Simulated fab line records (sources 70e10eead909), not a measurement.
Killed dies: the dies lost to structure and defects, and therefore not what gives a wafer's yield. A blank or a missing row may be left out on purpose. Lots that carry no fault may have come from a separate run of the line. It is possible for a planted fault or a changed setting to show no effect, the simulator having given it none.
Matching of chambers -- flow nand_harc -- NHARC_P_BONDPAD_ETCH_37 on rie_diel-08: 4 sister chambers
The step etches the open film in N2/H2, target depth 60 nm, overetch 18 nm, time 65.91 s. 8 wafers are shown with their chamber, then 9 later ones without.

WAFERS PAIRED WITH THEIR CHAMBERS
wafer,chamber,drypump_motor_current_A (A),rf_vpp_V (V)
L082.4,3,6.17,429.1
L082.6,2,6.01,428.4
L083.2,1,5.40,434.0
L083.4,0,5.39,430.6
L083.5,0,5.42,430.7
L085.2,1,5.47,433.0
L085.3,3,6.17,429.6
L085.4,2,5.98,427.8

WAFERS MISSING THEIR CHAMBER
wafer,drypump_motor_current_A (A),rf_vpp_V (V)
L086.2,5.43,432.3
L086.4,5.44,434.8
L086.5,6.18,429.9
L093.2,5.42,430.6
L093.3,5.96,426.6
L093.5,6.01,425.9
L096.2,6.16,430.5
L096.3,5.97,426.9
L096.6,5.40,431.6

CHAMBER TAKEN BY EACH
wafer,from the rows above,in truth
L086.2,can't be placed: 1 or 0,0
L086.4,1,1
L086.5,3,3
L093.2,0,0
L093.3,2,2
L093.5,2,2
L096.2,3,3
L096.3,2,2
L096.6,0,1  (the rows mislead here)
7 of 9 placed correctly. These rows do not allow placing 1 (true chamber among the candidates in 1). 1 placed wrongly.
How it was worked out, from the rows above alone: a wafer's distance from a chamber is the root of the sum, over the readings, of the square of ((its reading less the chamber's mean) divided by the reading's scatter). The wafer belongs to the nearest chamber; if the next one is less than 2 further off, it can't be placed. Each chamber's mean is taken over the wafers shown for it. The scatter: the root of (the sum of the squares of (reading less its chamber's mean) over the shown wafers, divided by (wafers less chambers)).
